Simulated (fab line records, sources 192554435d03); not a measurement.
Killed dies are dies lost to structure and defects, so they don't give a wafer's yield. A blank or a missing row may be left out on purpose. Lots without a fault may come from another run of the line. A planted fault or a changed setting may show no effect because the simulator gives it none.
Which tool did it? | flow n5_finfet | 20 lots, 60 wafers sampled, at 6 steps of a route of 1938

WHAT THE GAUGES READ, wafer by wafer
The record holds no reading of a measuring or inspecting step that can be judged against a usual standard deviation.

WHICH TOOL RAN EACH LOT (tool, then ch and the chambers of the sampled wafers, then the start)
lot  | N5_HKMG_FIN_STRIP_89              | N5_HKMG_FIN_NWFM_ALD_20             | N5_HKMG_FIN_ALD_71                  | N5_GATE_CUT_PECVD_57            | N5_GATE_CUT_ETCH_28                | N5_GATE_CUT_ETCH_36
L074 | rie_diel-06 ch 0,1,3, day 4 07:18 | ald_metal-03 ch 0,1,2, day 4 07:52  | ald_metal-03 ch 0,1,2, day 4 07:58  | pecvd-01 ch 1,2, day 4 13:29    | rie_diel-03 ch 0,3, day 4 14:25    | rie_diel-03 ch 0,3, day 4 14:26
L075 | rie_diel-01 ch 1,3, day 4 12:28   | ald_metal-03 ch 1,2,3, day 4 13:03  | ald_metal-03 ch 1,2,3, day 4 13:09  | pecvd-04 ch 0,1, day 4 18:52    | rie_diel-04 ch 0,2, day 4 19:46    | rie_diel-04 ch 0,2, day 4 19:47
L077 | rie_diel-01 ch 0,2, day 5 02:27   | ald_metal-03 ch 0,2,3, day 5 03:02  | ald_metal-03 ch 0,2,3, day 5 03:08  | pecvd-01 ch 0,1, day 5 08:27    | rie_diel-03 ch 1,2, day 5 09:29    | rie_diel-03 ch 1,2, day 5 09:30
L078 | rie_diel-02 ch 0,1,3, day 5 08:41 | ald_metal-03 ch 1,2,3, day 5 09:17  | ald_metal-03 ch 1,2,3, day 5 09:23  | pecvd-02 ch 1,2, day 5 14:39    | rie_diel-04 ch 2,3, day 5 15:40    | rie_diel-04 ch 2,3, day 5 15:41
L079 | rie_diel-02 ch 0,1,3, day 5 14:53 | ald_metal-01 ch 0,1,2, day 5 15:25  | ald_metal-01 ch 0,1,2, day 5 15:31  | pecvd-02 ch 0,1,2, day 5 20:43  | rie_diel-04 ch 0,1,3, day 5 21:36  | rie_diel-04 ch 0,1,3, day 5 21:37
L080 | rie_diel-02 ch 0,1,3, day 5 18:52 | ald_metal-03 ch 0,1, day 5 19:29    | ald_metal-03 ch 0,1, day 5 19:35    | pecvd-01 ch 2, day 6 00:45      | rie_diel-03 ch 2,3, day 6 01:48    | rie_diel-03 ch 2,3, day 6 01:49
L081 | rie_diel-06 ch 1,3, day 6 00:40   | ald_metal-01 ch 1,2, day 6 01:17    | ald_metal-01 ch 1,2, day 6 01:23    | pecvd-01 ch 0,2, day 6 06:38    | rie_diel-03 ch 2,3, day 6 07:56    | rie_diel-03 ch 2,3, day 6 07:58
L083 | rie_diel-02 ch 0,3, day 6 13:05   | ald_metal-03 ch 0,1,2, day 6 13:39  | ald_metal-03 ch 0,1,2, day 6 13:45  | pecvd-04 ch 0,2, day 6 18:58    | rie_diel-04 ch 0,2, day 6 20:00    | rie_diel-04 ch 0,2, day 6 20:01
L084 | rie_diel-01 ch 1,2,3, day 6 17:56 | ald_metal-01 ch 1,2,3, day 6 18:31  | ald_metal-01 ch 1,2,3, day 6 18:37  | pecvd-01 ch 0,1,2, day 7 00:33  | rie_diel-04 ch 0,1,3, day 7 01:27  | rie_diel-04 ch 0,1,3, day 7 01:28
L086 | rie_diel-02 ch 0,3, day 7 04:52   | ald_metal-01 ch 0,1, day 7 05:26    | ald_metal-01 ch 0,1, day 7 05:32    | pecvd-01 ch 1,2, day 7 11:04    | rie_diel-03 ch 1,2,3, day 7 12:04  | rie_diel-03 ch 1,2,3, day 7 12:05
L085 | rie_diel-01 ch 1,2, day 7 07:16   | ald_metal-04 ch 0,1,3, day 7 07:50  | ald_metal-04 ch 0,1,3, day 7 07:56  | pecvd-02 ch 0,1, day 7 13:24    | rie_diel-04 ch 0,2,3, day 7 14:30  | rie_diel-04 ch 0,2,3, day 7 14:31
L088 | rie_diel-02 ch 0,1,2, day 7 16:32 | ald_metal-01 ch 0,1, day 7 17:07    | ald_metal-01 ch 0,1, day 7 17:13    | pecvd-01 ch 0,1, day 7 23:03    | rie_diel-03 ch 0,1,2, day 8 00:29  | rie_diel-03 ch 0,1,2, day 8 00:30
L089 | rie_diel-02 ch 0,2,3, day 7 23:36 | ald_metal-04 ch 1,2, day 8 00:10    | ald_metal-04 ch 1,2, day 8 00:16    | pecvd-02 ch 0,1, day 8 07:25    | rie_diel-03 ch 1,2,3, day 8 08:26  | rie_diel-03 ch 1,2,3, day 8 08:28
L090 | rie_diel-02 ch 0,2,3, day 8 09:19 | ald_metal-03 ch 1,2, day 8 09:53    | ald_metal-03 ch 1,2, day 8 09:59    | pecvd-01 ch 0,1,2, day 8 15:39  | rie_diel-05 ch 1,2, day 8 16:34    | rie_diel-05 ch 1,2, day 8 16:35
L091 | rie_diel-02 ch 0,1, day 8 16:41   | ald_metal-04 ch 1,3, day 8 17:15    | ald_metal-04 ch 1,3, day 8 17:21    | pecvd-01 ch 0,2, day 8 22:31    | rie_diel-05 ch 0,1,2, day 8 23:25  | rie_diel-05 ch 0,1,2, day 8 23:26
L092 | rie_diel-01 ch 0,1, day 8 17:27   | ald_metal-03 ch 1,2, day 8 18:02    | ald_metal-03 ch 1,2, day 8 18:08    | pecvd-01 ch 0,2, day 9 01:23    | rie_diel-05 ch 0,2,3, day 9 02:17  | rie_diel-05 ch 0,2,3, day 9 02:18
L093 | rie_diel-02 ch 0,1,2, day 9 01:59 | ald_metal-04 ch 0,2,3, day 9 02:33  | ald_metal-04 ch 0,2,3, day 9 02:39  | pecvd-04 ch 0,1, day 9 07:50    | rie_diel-03 ch 0,1, day 9 09:00    | rie_diel-03 ch 0,1, day 9 09:01
L095 | rie_diel-06 ch 0,2,3, day 9 12:16 | ald_metal-01 ch 0,2, day 9 12:51    | ald_metal-01 ch 0,2, day 9 12:57    | pecvd-04 ch 0,1, day 9 18:23    | rie_diel-05 ch 1,2, day 9 19:24    | rie_diel-05 ch 1,2, day 9 19:25
L096 | rie_diel-02 ch 1,3, day 9 21:20   | ald_metal-03 ch 0,3, day 9 21:55    | ald_metal-03 ch 0,3, day 9 22:01    | pecvd-04 ch 0,1,2, day 10 03:10 | rie_diel-04 ch 0,2, day 10 04:16   | rie_diel-04 ch 0,2, day 10 04:17
L097 | rie_diel-01 ch 2,3, day 9 23:38   | ald_metal-03 ch 0,1,2, day 10 00:13 | ald_metal-03 ch 0,1,2, day 10 00:19 | pecvd-04 ch 0,2, day 10 05:32   | rie_diel-05 ch 1,2,3, day 10 06:26 | rie_diel-05 ch 1,2,3, day 10 06:28
- N5_HKMG_FIN_STRIP_89: strips SOC in N2/H2, time 20 s.
- N5_HKMG_FIN_NWFM_ALD_20: deposits TiAlC, target thk 2 nm, pulse time 3 s, purge time 2 s.
- N5_HKMG_FIN_ALD_71: deposits TiN, target thk 1 nm, pulse time 1 s, purge time 3 s.
- N5_GATE_CUT_PECVD_57: deposits SiNx from SiH4/NH3/N2, target thk 21 nm.
- N5_GATE_CUT_ETCH_28: etches underlayer in N2/H2, target depth 13 nm, time 10.4 s.
- N5_GATE_CUT_ETCH_36: etches SiARC in CF4, target depth 13 nm, time 21.7 s.

WHAT THE TOOLS THEMSELVES READ (means of the sampled wafers that have a number; where no wafer has one, the mark that the record gives instead)
N5_HKMG_FIN_STRIP_89.
lot  | tool        | chamber_pressure_mTorr (mTorr) | drypump_motor_current_A (A) | h2_flow_sccm (sccm) | oes_product_au (a.u.) | rf_vpp_V (V) | showerhead_plenum_p_Torr (Torr) | throttle_valve_pct (%)
L074 | rie_diel-06 | 49.99                          | 5.66                        | 299.8               | 0.87                  | 55.0         | 3.36                            | 19.0
L075 | rie_diel-01 | 49.98                          | 5.51                        | 299.0               | 0.70                  | 54.5         | 3.40                            | 19.5
L077 | rie_diel-01 | 49.99                          | 5.76                        | 300.0               | 0.88                  | 54.3         | 3.30                            | 19.3
L078 | rie_diel-02 | 49.98                          | 5.90                        | 299.8               | 0.77                  | 54.0         | 3.32                            | 18.8
L079 | rie_diel-02 | 49.98                          | 5.88                        | 299.7               | 0.77                  | 53.9         | 3.32                            | 18.8
L080 | rie_diel-02 | 49.99                          | 5.88                        | 300.8               | 0.77                  | 54.6         | 3.32                            | 18.8
L081 | rie_diel-06 | 49.99                          | 5.50                        | 299.9               | 0.88                  | 54.3         | 3.37                            | 19.2
L083 | rie_diel-02 | 50.02                          | 6.02                        | 299.5               | 0.82                  | 55.4         | 3.40                            | 18.8
L084 | rie_diel-01 | 50.00                          | 5.65                        | 300.7               | 0.71                  | 54.0         | 3.31                            | 19.3
L086 | rie_diel-02 | 50.02                          | 6.02                        | 300.3               | 0.82                  | 54.9         | 3.40                            | 18.8
L085 | rie_diel-01 | 49.99                          | 5.77                        | 300.0               | 0.74                  | 54.7         | 3.33                            | 19.4
L088 | rie_diel-02 | 50.02                          | 5.63                        | 298.7               | 0.90                  | 54.2         | 3.45                            | 18.6
L089 | rie_diel-02 | 50.01                          | 5.80                        | 300.1               | 0.82                  | 53.7         | 3.36                            | 18.6
L090 | rie_diel-02 | 50.03                          | 5.82                        | 300.3               | 0.82                  | 53.7         | 3.36                            | 18.6
L091 | rie_diel-02 | 50.01                          | 5.70                        | 299.1               | 0.89                  | 55.4         | 3.54                            | 18.7
L092 | rie_diel-01 | 50.01                          | 5.59                        | 301.1               | 0.94                  | 54.2         | 3.43                            | 19.5
L093 | rie_diel-02 | 50.02                          | 5.64                        | 299.9               | 0.87                  | 53.6         | 3.45                            | 18.7
L095 | rie_diel-06 | 49.99                          | 5.38                        | 300.2               | 0.81                  | 54.2         | 3.29                            | 19.2
L096 | rie_diel-02 | 49.99                          | 5.76                        | 299.9               | 0.84                  | 54.4         | 3.49                            | 18.5
L097 | rie_diel-01 | 50.02                          | 5.76                        | 299.3               | 0.83                  | 53.8         | 3.34                            | 18.9

N5_HKMG_FIN_NWFM_ALD_20.
lot  | tool         | heater_power_w (W) | precursor_pulse_height_rel
L074 | ald_metal-03 | 456                | 1.018
L075 | ald_metal-03 | 479                | 0.993
L077 | ald_metal-03 | 475                | 1.004
L078 | ald_metal-03 | 472                | 0.996
L079 | ald_metal-01 | 515                | 0.999
L080 | ald_metal-03 | 454                | 0.994
L081 | ald_metal-01 | 534                | 1.023
L083 | ald_metal-03 | 462                | 1.002
L084 | ald_metal-01 | 507                | 1.003
L086 | ald_metal-01 | 458                | 0.995
L085 | ald_metal-04 | 465                | 0.999
L088 | ald_metal-01 | 495                | 0.992
L089 | ald_metal-04 | 474                | 1.011
L090 | ald_metal-03 | 461                | 0.994
L091 | ald_metal-04 | 467                | 0.994
L092 | ald_metal-03 | 461                | 1.010
L093 | ald_metal-04 | 490                | 1.000
L095 | ald_metal-01 | 571                | 0.996
L096 | ald_metal-03 | 478                | 0.980
L097 | ald_metal-03 | 461                | 1.017

N5_HKMG_FIN_ALD_71.
lot  | tool         | heater_power_w (W) | precursor_pulse_height_rel
L074 | ald_metal-03 | 813                | 1.006
L075 | ald_metal-03 | 854                | 1.020
L077 | ald_metal-03 | 867                | 1.005
L078 | ald_metal-03 | 854                | 1.003
L079 | ald_metal-01 | 920                | 0.994
L080 | ald_metal-03 | 813                | 1.007
L081 | ald_metal-01 | 958                | 0.991
L083 | ald_metal-03 | 820                | 0.993
L084 | ald_metal-01 | 941                | 0.989
L086 | ald_metal-01 | 831                | 1.022
L085 | ald_metal-04 | 834                | 1.024
L088 | ald_metal-01 | 874                | 1.011
L089 | ald_metal-04 | 848                | 1.006
L090 | ald_metal-03 | 834                | 1.011
L091 | ald_metal-04 | 831                | 1.003
L092 | ald_metal-03 | 829                | 0.993
L093 | ald_metal-04 | 880                | 0.992
L095 | ald_metal-01 | 1013               | 1.014
L096 | ald_metal-03 | 837                | 1.013
L097 | ald_metal-03 | 824                | 1.013

N5_GATE_CUT_PECVD_57.
lot  | tool     | heater_power_w (W) | showerhead_plenum_p_Torr (Torr) | throttle_valve_pct (%)
L074 | pecvd-01 | 721                | 5.16                            | 38.3
L075 | pecvd-04 | 878                | 5.10                            | 37.5
L077 | pecvd-01 | 762                | 5.22                            | 42.4
L078 | pecvd-02 | 794                | 5.11                            | 40.2
L079 | pecvd-02 | 760                | 5.11                            | 39.4
L080 | pecvd-01 | 736                | 5.22                            | 36.2
L081 | pecvd-01 | 855                | 5.26                            | 40.4
L083 | pecvd-04 | 728                | 5.19                            | 40.8
L084 | pecvd-01 | 804                | 5.18                            | 40.6
L086 | pecvd-01 | 803                | 5.17                            | 38.4
L085 | pecvd-02 | 782                | 5.12                            | 40.3
L088 | pecvd-01 | 722                | 5.14                            | 42.8
L089 | pecvd-02 | 864                | 5.12                            | 40.4
L090 | pecvd-01 | 776                | 5.19                            | 40.5
L091 | pecvd-01 | 787                | 5.26                            | 40.7
L092 | pecvd-01 | 818                | 5.27                            | 40.7
L093 | pecvd-04 | 820                | 5.10                            | 37.7
L095 | pecvd-04 | 843                | 5.10                            | 37.6
L096 | pecvd-04 | 845                | 5.13                            | 39.0
L097 | pecvd-04 | 708                | 5.19                            | 41.1

N5_GATE_CUT_ETCH_28.
lot  | tool        | chamber_pressure_mTorr (mTorr) | drypump_motor_current_A (A) | etch_rf_on_time_s (s) | h2_flow_sccm (sccm) | oes_product_au (a.u.) | rf_vpp_V (V) | showerhead_plenum_p_Torr (Torr) | throttle_valve_pct (%)
L074 | rie_diel-03 | 29.99                          | 5.8                         | 10.6                  | 200.1               | 0.59                  | 523.1        | 2.50                            | 18.1
L075 | rie_diel-04 | 29.96                          | 6.2                         | 10.4                  | 199.7               | 0.74                  | 524.8        | 2.53                            | 17.5
L077 | rie_diel-03 | 30.00                          | 5.6                         | 10.5                  | 200.9               | 0.76                  | 528.0        | 2.70                            | 17.8
L078 | rie_diel-04 | 30.01                          | 6.2                         | 10.4                  | 200.1               | 0.68                  | 521.6        | 2.45                            | 17.7
L079 | rie_diel-04 | 30.01                          | 5.5                         | 10.6                  | 200.1               | 0.75                  | 525.9        | 2.61                            | 17.4
L080 | rie_diel-03 | 30.01                          | 5.4                         | 10.8                  | 200.1               | 0.64                  | 524.3        | 2.56                            | 17.8
L081 | rie_diel-03 | 30.00                          | 5.5                         | 10.6                  | 199.9               | 0.70                  | 526.8        | 2.63                            | 17.8
L083 | rie_diel-04 | 29.98                          | 6.2                         | 10.3                  | 199.4               | 0.71                  | 523.0        | 2.52                            | 17.5
L084 | rie_diel-04 | 30.01                          | 5.5                         | 10.7                  | 199.5               | 0.72                  | 525.9        | 2.61                            | 17.4
L086 | rie_diel-03 | 29.99                          | 5.4                         | 10.9                  | 200.3               | 0.67                  | 525.7        | 2.63                            | 17.8
L085 | rie_diel-04 | 30.00                          | 5.7                         | 10.6                  | 199.9               | 0.70                  | 523.4        | 2.53                            | 17.4
L088 | rie_diel-03 | 29.98                          | 5.7                         | 10.4                  | 199.8               | 0.75                  | 526.7        | 2.63                            | 17.8
L089 | rie_diel-03 | 30.01                          | 5.4                         | 10.9                  | 199.8               | 0.67                  | 526.0        | 2.63                            | 17.8
L090 | rie_diel-05 | 30.01                          | 5.9                         | 10.6                  | 200.0               | 0.60                  | 526.5        | 2.63                            | 18.2
L091 | rie_diel-05 | 30.01                          | 5.7                         | 10.7                  | 200.3               | 0.61                  | 525.3        | 2.62                            | 17.9
L092 | rie_diel-05 | 30.02                          | 5.3                         | 10.6                  | 200.3               | 0.65                  | 526.1        | 2.61                            | 17.7
L093 | rie_diel-03 | 29.97                          | 5.8                         | 10.3                  | 199.3               | 0.76                  | 524.9        | 2.56                            | 17.9
L095 | rie_diel-05 | 30.00                          | 5.6                         | 10.8                  | 200.3               | 0.59                  | 526.0        | 2.62                            | 18.1
L096 | rie_diel-04 | 29.95                          | 5.7                         | 10.3                  | 199.9               | 0.71                  | 525.4        | 2.60                            | 17.4
L097 | rie_diel-05 | 29.99                          | 5.6                         | 10.6                  | 200.1               | 0.63                  | 526.4        | 2.62                            | 18.1

N5_GATE_CUT_ETCH_36.
lot  | tool        | chamber_pressure_mTorr (mTorr) | drypump_motor_current_A (A) | etch_rf_on_time_s (s) | oes_product_au (a.u.) | rf_vpp_V (V) | showerhead_plenum_p_Torr (Torr) | throttle_valve_pct (%)
L074 | rie_diel-03 | 39.99                          | 5.8                         | 21.9                  | 0.59                  | 183.9        | 2.12                            | 15.92
L075 | rie_diel-04 | 40.03                          | 6.2                         | 21.3                  | 0.74                  | 183.9        | 2.14                            | 15.40
L077 | rie_diel-03 | 40.00                          | 5.6                         | 21.7                  | 0.76                  | 185.5        | 2.26                            | 15.35
L078 | rie_diel-04 | 39.99                          | 6.1                         | 21.8                  | 0.69                  | 183.2        | 2.08                            | 15.52
L079 | rie_diel-04 | 39.98                          | 5.5                         | 22.4                  | 0.74                  | 185.0        | 2.21                            | 15.24
L080 | rie_diel-03 | 39.99                          | 5.4                         | 22.7                  | 0.65                  | 183.9        | 2.17                            | 15.67
L081 | rie_diel-03 | 40.00                          | 5.5                         | 22.0                  | 0.70                  | 184.3        | 2.22                            | 15.51
L083 | rie_diel-04 | 39.99                          | 6.2                         | 21.3                  | 0.72                  | 184.8        | 2.14                            | 15.43
L084 | rie_diel-04 | 39.98                          | 5.5                         | 22.2                  | 0.73                  | 185.1        | 2.20                            | 15.24
L086 | rie_diel-03 | 40.04                          | 5.4                         | 22.4                  | 0.68                  | 184.7        | 2.22                            | 15.57
L085 | rie_diel-04 | 39.99                          | 5.7                         | 21.7                  | 0.71                  | 184.2        | 2.14                            | 15.30
L088 | rie_diel-03 | 39.98                          | 5.7                         | 21.9                  | 0.75                  | 184.3        | 2.21                            | 15.44
L089 | rie_diel-03 | 40.00                          | 5.4                         | 22.7                  | 0.67                  | 184.3        | 2.21                            | 15.58
L090 | rie_diel-05 | 40.00                          | 5.9                         | 22.2                  | 0.59                  | 185.3        | 2.21                            | 15.87
L091 | rie_diel-05 | 40.00                          | 5.7                         | 22.1                  | 0.61                  | 184.8        | 2.21                            | 15.70
L092 | rie_diel-05 | 40.01                          | 5.3                         | 21.9                  | 0.66                  | 184.6        | 2.21                            | 15.57
L093 | rie_diel-03 | 40.02                          | 5.8                         | 21.8                  | 0.75                  | 184.3        | 2.15                            | 15.51
L095 | rie_diel-05 | 40.00                          | 5.6                         | 22.4                  | 0.59                  | 184.8        | 2.20                            | 15.87
L096 | rie_diel-04 | 40.01                          | 5.7                         | 21.4                  | 0.72                  | 185.4        | 2.19                            | 15.25
L097 | rie_diel-05 | 40.02                          | 5.6                         | 22.5                  | 0.63                  | 185.0        | 2.19                            | 15.75

THE ANSWER, worked out from the rows above alone
Rule: what is usual is taken from the lots themselves. Put in order of their means at a reading, lots are off if they are a third of the lots or fewer, leave a main group of 4 or more, and stand apart from it by a gap of 3 or more times the standard deviation of the main group's means; of several such gaps the widest counts. A main group whose means are all the same, to the digits that the tables above print for the reading, isn't used. A lot without any number at a reading at which 4 lots or more have one is off too. The other lots that the step has rows for count as sound. The gauges are gone through in route order, then the tools' own readings, and for those a lot's mean is taken as printed above. The first step at which some lot is off is used, and at that step the reading that is off furthest; a lot without a number counts as furthest.
No lot is off at any reading shown: from this, nothing can be told.

WHAT THE SIMULATOR HAD PUT IN
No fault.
